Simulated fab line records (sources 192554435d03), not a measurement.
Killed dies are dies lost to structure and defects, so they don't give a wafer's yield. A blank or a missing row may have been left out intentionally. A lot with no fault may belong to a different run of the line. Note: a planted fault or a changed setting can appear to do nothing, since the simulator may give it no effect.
The tool behind it: which one?    flow n5Finfet    72 wafers from 24 lots sampled at 6 of the route's 1938 steps

WHAT THE GAUGES READ, wafer by wafer
N5_FIN_CUT_CD_MEAS_08: target cd 29.1 nm.
lot   measured     on        cdNm (nm)
L074  day 2 02:22  cdSem-02  28.90 29.06 28.73
L075  day 2 08:55  cdSem-02  28.77 29.31 29.16
L076  day 2 15:19  cdSem-01  28.91 29.22 28.94
L077  day 2 21:07  cdSem-02  29.04 28.85 29.30
L078  day 3 03:02  cdSem-02  29.07 28.69 28.58
L079  day 3 09:05  cdSem-02  29.30 29.00 29.47
L080  day 3 15:56  cdSem-01  28.91 29.28 29.31
L081  day 3 21:11  cdSem-02  29.32 28.78 29.42
L082  day 4 03:02  cdSem-01  29.37 28.95 28.99
L083  day 4 10:15  cdSem-03  28.78 28.80 28.95
L084  day 4 14:25  cdSem-03  29.40 29.13 29.02
L085  day 4 21:08  cdSem-02  28.65 29.21 29.38
L086  day 5 02:54  cdSem-02  29.16 28.98 29.01
L087  day 5 10:22  cdSem-01  28.84 29.18 28.49
L088  day 5 18:20  cdSem-03  29.33 29.14 29.33
L089  day 6 01:22  cdSem-01  29.15 29.14 29.16
L090  day 6 07:03  cdSem-02  28.88 29.02 28.98
L091  day 6 09:35  cdSem-02  29.25 28.80 29.35
L092  day 6 14:32  cdSem-02  29.06 28.78 29.12
L093  day 6 22:01  cdSem-02  29.32 29.16 29.24
L094  day 7 03:02  cdSem-01  29.32 28.97 29.18
L095  day 7 09:01  cdSem-02  29.21 29.40 29.12
L096  day 7 15:31  cdSem-02  29.03 28.88 28.93
L097  day 7 20:29  cdSem-02  29.07 28.81 29.10

WHAT TOOL EACH LOT RAN ON (gives the tool, then ch and the chambers of the sampled wafers, and finally the start)
lot   N5_PMOS_HMC_CHANNEL_EPI_HM_DEP_34  N5_PMOS_HMC_CHANNEL_EPI_EPI_26  N5_FIN_SAQP_PECVD_48            N5_FIN_SAQP_RECESS_75             N5_FIN_SAQP_SPACER2_ALD_28
L074  pecvd-04 ch 0,1,2, day 1 17:02     epiRpcvd-01 ch 0, day 1 19:54   pecvd-01 ch 0,1,2, day 1 21:06  vaporEtch-01 ch 0,1, day 1 22:29  aldSin-04 ch 0,1,3, day 2 00:50
L075  pecvd-04 ch 0,2, day 1 22:53       epiRpcvd-04 ch 0, day 2 02:11   pecvd-01 ch 0,1,2, day 2 03:11  vaporEtch-02 ch 0,1, day 2 04:44  aldSin-02 ch 2,3, day 2 07:13
L076  pecvd-01 ch 1,2, day 2 05:05       epiRpcvd-01 ch 0, day 2 08:18   pecvd-03 ch 0,1, day 2 09:48    vaporEtch-01 ch 1, day 2 11:09    aldSin-04 ch 2,3, day 2 13:44
L077  pecvd-04 ch 0,2, day 2 11:14       epiRpcvd-01 ch 0, day 2 14:36   pecvd-01 ch 0,1,2, day 2 15:43  vaporEtch-01 ch 0,1, day 2 17:07  aldSin-04 ch 0,2,3, day 2 19:34
L078  pecvd-02 ch 0,2, day 2 16:55       epiRpcvd-01 ch 0, day 2 20:05   pecvd-03 ch 0,1, day 2 21:19    vaporEtch-02 ch 0,1, day 2 22:48  aldSin-03 ch 0,1,2, day 3 01:30
L079  pecvd-01 ch 0,1, day 2 23:04       epiRpcvd-04 ch 0, day 3 02:28   pecvd-03 ch 0,2, day 3 03:34    vaporEtch-02 ch 0,1, day 3 05:08  aldSin-02 ch 2,3, day 3 07:20
L080  pecvd-01 ch 0,2, day 3 04:45       epiRpcvd-02 ch 0, day 3 07:57   pecvd-01 ch 0,1, day 3 09:40    vaporEtch-01 ch 0,1, day 3 11:07  aldSin-02 ch 1,2,3, day 3 14:23
L081  pecvd-02 ch 0,2, day 3 11:14       epiRpcvd-01 ch 0, day 3 14:12   pecvd-02 ch 1,2, day 3 15:38    vaporEtch-01 ch 0,1, day 3 16:56  aldSin-03 ch 2,3, day 3 19:35
L082  pecvd-02 ch 0,2, day 3 16:59       epiRpcvd-04 ch 0, day 3 20:14   pecvd-02 ch 0,1,2, day 3 21:33  vaporEtch-02 ch 0,1, day 3 23:08  aldSin-03 ch 1,2, day 4 01:35
L083  pecvd-01 ch 1,2, day 3 23:34       epiRpcvd-01 ch 0, day 4 02:47   pecvd-03 ch 0,1, day 4 04:13    vaporEtch-02 ch 0,1, day 4 05:59  aldSin-03 ch 0,1,2, day 4 08:40
L084  pecvd-02 ch 0,1,2, day 4 04:56     epiRpcvd-02 ch 0, day 4 07:49   pecvd-01 ch 0,1,2, day 4 08:53  vaporEtch-01 ch 0,1, day 4 10:34  aldSin-02 ch 0,1,2, day 4 12:53
L085  pecvd-02 ch 0,1,2, day 4 10:59     epiRpcvd-04 ch 0, day 4 13:59   pecvd-01 ch 0,1,2, day 4 14:55  vaporEtch-02 ch 0,1, day 4 16:27  aldSin-02 ch 0,3, day 4 19:38
L086  pecvd-04 ch 1,2, day 4 16:35       epiRpcvd-02 ch 0, day 4 19:51   pecvd-01 ch 0,2, day 4 21:14    vaporEtch-01 ch 0,1, day 4 22:41  aldSin-02 ch 0,1,3, day 5 01:29
L087  pecvd-02 ch 0,2, day 4 23:40       epiRpcvd-04 ch 0, day 5 02:43   pecvd-02 ch 0,1, day 5 04:53    vaporEtch-01 ch 0,1, day 5 06:26  aldSin-03 ch 1,2,3, day 5 08:43
L088  pecvd-01 ch 0,2, day 5 06:01       epiRpcvd-01 ch 0, day 5 09:07   pecvd-01 ch 0,1, day 5 10:07    vaporEtch-02 ch 0,1, day 5 13:06  aldSin-02 ch 0,2,3, day 5 16:07
L089  pecvd-02 ch 1,2, day 5 12:26       epiRpcvd-04 ch 0, day 5 15:56   pecvd-02 ch 1,2, day 5 17:02    vaporEtch-02 ch 0,1, day 5 21:18  aldSin-04 ch 0,1,3, day 5 23:44
L090  pecvd-04 ch 1,2, day 5 21:02       epiRpcvd-01 ch 0, day 6 00:22   pecvd-02 ch 0,1,2, day 6 01:27  vaporEtch-01 ch 0,1, day 6 02:58  aldSin-03 ch 1,2,3, day 6 05:18
L091  pecvd-01 ch 0,1,2, day 6 00:26     epiRpcvd-01 ch 0, day 6 03:12   pecvd-03 ch 0,1, day 6 04:28    vaporEtch-01 ch 0,1, day 6 05:45  aldSin-03 ch 1,2,3, day 6 08:10
L092  pecvd-01 ch 0,2, day 6 05:14       epiRpcvd-04 ch 0, day 6 08:13   pecvd-01 ch 0,2, day 6 09:14    vaporEtch-01 ch 0,1, day 6 10:39  aldSin-02 ch 0,2, day 6 12:59
L093  pecvd-01 ch 0,2, day 6 11:29       epiRpcvd-04 ch 0, day 6 14:17   pecvd-01 ch 0,1, day 6 15:25    vaporEtch-01 ch 0,1, day 6 17:04  aldSin-04 ch 0,2,3, day 6 19:58
L094  pecvd-01 ch 0,1, day 6 17:13       epiRpcvd-01 ch 0, day 6 20:11   pecvd-02 ch 0,1,2, day 6 21:16  vaporEtch-02 ch 0, day 6 22:58    aldSin-03 ch 0,2,3, day 7 01:33
L095  pecvd-04 ch 0,1,2, day 6 23:29     epiRpcvd-01 ch 0, day 7 02:25   pecvd-01 ch 0,2, day 7 03:50    vaporEtch-01 ch 0,1, day 7 05:07  aldSin-04 ch 2,3, day 7 07:29
L096  pecvd-01 ch 0,1,2, day 7 04:59     epiRpcvd-04 ch 0, day 7 08:19   pecvd-01 ch 1,2, day 7 09:20    vaporEtch-01 ch 0,1, day 7 11:21  aldSin-02 ch 0,1,3, day 7 14:05
L097  pecvd-04 ch 0,1,2, day 7 10:36     epiRpcvd-01 ch 0, day 7 13:55   pecvd-01 ch 0,1,2, day 7 14:57  vaporEtch-02 ch 0,1, day 7 16:22  aldSin-03 ch 1,3, day 7 18:58
- N5_PMOS_HMC_CHANNEL_EPI_HM_DEP_34: deposits SiO2 from TEOS/O2, target thk 36 nm, time 6.9 s.
- N5_PMOS_HMC_CHANNEL_EPI_EPI_26: deposits Si from SiH4/H2, target thk 3.8 nm, time 22.7 s.
- N5_FIN_SAQP_PECVD_48: deposits SiNx from SiH4/NH3/N2, target thk 25 nm, time 22.1 s.
- N5_FIN_SAQP_RECESS_75: chemistry HF/NH3, target SiO2, target depth 14.4 nm, afs cycles 3, sublimation time 60 s.
- N5_FIN_SAQP_SPACER2_ALD_28: deposits SiO2, target thk 8.1 nm, pulse time 1 s, purge time 2 s.

WHAT THE TOOLS THEMSELVES READ (means of the sampled wafers that have a number; where no wafer has one, the mark that the record gives instead)
N5_PMOS_HMC_CHANNEL_EPI_HM_DEP_34.
lot   tool      heaterPowerOuterW (W)  heaterPowerW (W)  showerheadPlenumPTorr (Torr)  throttleValvePct (%)
L074  pecvd-04  306                    550               8.38                          18.6
L075  pecvd-04  266                    504               8.36                          17.6
L076  pecvd-01  286                    525               8.29                          19.1
L077  pecvd-04  225                    448               8.36                          17.4
L078  pecvd-02  374                    641               8.36                          18.0
L079  pecvd-01  258                    509               8.29                          18.1
L080  pecvd-01  323                    554               8.33                          17.6
L081  pecvd-02  388                    651               8.36                          17.8
L082  pecvd-02  361                    631               8.35                          18.3
L083  pecvd-01  322                    574               8.29                          19.0
L084  pecvd-02  432                    709               8.36                          18.4
L085  pecvd-02  390                    655               8.37                          18.4
L086  pecvd-04  272                    520               8.38                          19.7
L087  pecvd-02  379                    646               8.36                          18.0
L088  pecvd-01  294                    536               8.33                          17.8
L089  pecvd-02  422                    684               8.36                          17.7
L090  pecvd-04  297                    552               8.38                          19.7
L091  pecvd-01  252                    476               8.32                          18.3
L092  pecvd-01  301                    539               8.34                          17.9
L093  pecvd-01  311                    528               8.34                          17.9
L094  pecvd-01  224                    455               8.29                          18.3
L095  pecvd-04  280                    525               8.37                          18.5
L096  pecvd-01  290                    530               8.31                          18.6
L097  pecvd-04  275                    520               8.37                          18.7

N5_PMOS_HMC_CHANNEL_EPI_EPI_26.
lot   tool         throttleValvePct (%)
L074  epiRpcvd-01  11.0
L075  epiRpcvd-04  11.5
L076  epiRpcvd-01  10.8
L077  epiRpcvd-01  10.8
L078  epiRpcvd-01  10.6
L079  epiRpcvd-04  11.6
L080  epiRpcvd-02  11.8
L081  epiRpcvd-01  10.7
L082  epiRpcvd-04  11.4
L083  epiRpcvd-01  10.8
L084  epiRpcvd-02  11.8
L085  epiRpcvd-04  11.5
L086  epiRpcvd-02  11.8
L087  epiRpcvd-04  11.6
L088  epiRpcvd-01  10.7
L089  epiRpcvd-04  11.6
L090  epiRpcvd-01  10.9
L091  epiRpcvd-01  10.8
L092  epiRpcvd-04  11.6
L093  epiRpcvd-04  11.5
L094  epiRpcvd-01  10.7
L095  epiRpcvd-01  10.6
L096  epiRpcvd-04  11.4
L097  epiRpcvd-01  10.8

N5_FIN_SAQP_PECVD_48.
lot   tool      heaterPowerOuterW (W)  heaterPowerW (W)  showerheadPlenumPTorr (Torr)  throttleValvePct (%)
L074  pecvd-01  472                    766               5.07                          39.4
L075  pecvd-01  439                    722               5.08                          39.4
L076  pecvd-03  499                    782               5.02                          39.4
L077  pecvd-01  445                    733               5.08                          39.4
L078  pecvd-03  468                    756               5.01                          39.6
L079  pecvd-03  475                    788               5.07                          38.3
L080  pecvd-01  403                    686               5.07                          39.0
L081  pecvd-02  558                    866               5.18                          39.1
L082  pecvd-02  559                    863               5.16                          39.2
L083  pecvd-03  462                    723               5.01                          39.5
L084  pecvd-01  451                    739               5.07                          39.5
L085  pecvd-01  422                    710               5.08                          39.4
L086  pecvd-01  437                    726               5.12                          38.1
L087  pecvd-02  543                    838               5.17                          40.5
L088  pecvd-01  378                    659               5.07                          39.2
L089  pecvd-02  523                    816               5.18                          39.3
L090  pecvd-02  529                    827               5.17                          39.3
L091  pecvd-03  525                    816               5.02                          39.6
L092  pecvd-01  458                    731               5.13                          38.3
L093  pecvd-01  408                    694               5.03                          40.7
L094  pecvd-02  547                    875               5.16                          39.4
L095  pecvd-01  471                    776               5.12                          38.2
L096  pecvd-01  452                    726               5.08                          39.6
L097  pecvd-01  440                    730               5.08                          39.5

N5_FIN_SAQP_RECESS_75.
lot   tool          drypumpMotorCurrentA (A)  forelinePTorr (Torr)  tempC (C)
L074  vaporEtch-01  5.7                       0.1280                29.99
L075  vaporEtch-02  6.2                       0.1280                30.12
L076  vaporEtch-01  5.8                       0.1284                30.08
L077  vaporEtch-01  5.6                       0.1278                29.96
L078  vaporEtch-02  6.1                       0.1279                30.03
L079  vaporEtch-02  6.2                       0.1283                29.85
L080  vaporEtch-01  5.7                       0.1278                29.94
L081  vaporEtch-01  5.6                       0.1283                30.01
L082  vaporEtch-02  6.2                       0.1283                29.99
L083  vaporEtch-02  6.1                       0.1284                30.03
L084  vaporEtch-01  5.6                       0.1283                29.98
L085  vaporEtch-02  6.1                       0.1276                29.95
L086  vaporEtch-01  5.6                       0.1280                30.06
L087  vaporEtch-01  5.7                       0.1280                29.95
L088  vaporEtch-02  6.1                       0.1282                30.02
L089  vaporEtch-02  6.1                       0.1282                29.96
L090  vaporEtch-01  5.6                       0.1278                30.00
L091  vaporEtch-01  5.6                       0.1280                30.07
L092  vaporEtch-01  5.6                       0.1279                29.85
L093  vaporEtch-01  5.7                       0.1280                30.04
L094  vaporEtch-02  6.4                       0.1279                30.04
L095  vaporEtch-01  5.7                       0.1281                30.11
L096  vaporEtch-01  5.6                       0.1279                29.97
L097  vaporEtch-02  6.2                       0.1280                30.04

N5_FIN_SAQP_SPACER2_ALD_28.
lot   tool       heaterPowerOuterW (W)  heaterPowerW (W)  precursorPulseHeightRel
L074  aldSin-04  276                    518               1.007
L075  aldSin-02  281                    459               0.985
L076  aldSin-04  278                    496               1.018
L077  aldSin-04  267                    482               1.003
L078  aldSin-03  319                    567               0.997
L079  aldSin-02  266                    473               1.002
L080  aldSin-02  285                    468               0.989
L081  aldSin-03  304                    536               0.971
L082  aldSin-03  341                    585               1.000
L083  aldSin-03  320                    557               1.001
L084  aldSin-02  258                    460               1.020
L085  aldSin-02  244                    428               0.978
L086  aldSin-02  268                    449               0.999
L087  aldSin-03  317                    549               1.004
L088  aldSin-02  257                    457               0.988
L089  aldSin-04  268                    513               0.989
L090  aldSin-03  322                    550               1.012
L091  aldSin-03  317                    545               1.012
L092  aldSin-02  231                    436               0.999
L093  aldSin-04  265                    494               0.994
L094  aldSin-03  292                    522               0.986
L095  aldSin-04  276                    497               0.995
L096  aldSin-02  265                    449               0.987
L097  aldSin-03  334                    560               1.008

THE ANSWER, worked out from the rows above alone
Rule: the usual values come from the lots themselves. Put in order of their means at a reading, lots are off if they are a third of the lots or fewer, leave a main group of 4 or more, and stand apart from it by a gap of 3 or more times the standard deviation of the main group's means; of several such gaps the widest counts. If all means in a main group match to the digits the tables above print for the reading, that group is not used. Also off: a lot with no number at a reading for which 4 or more lots have one. The other lots that the step has rows for count as sound. After the gauges, taken in route order, come the tools' own readings; for these a lot's mean is taken, as printed above. At the first step where some lot is off, the reading lying furthest off is the one used; lots without a number count as furthest.
Nothing can be told from this: no lot is off at any reading shown.

WHAT HAD BEEN PUT IN BY THE SIMULATOR
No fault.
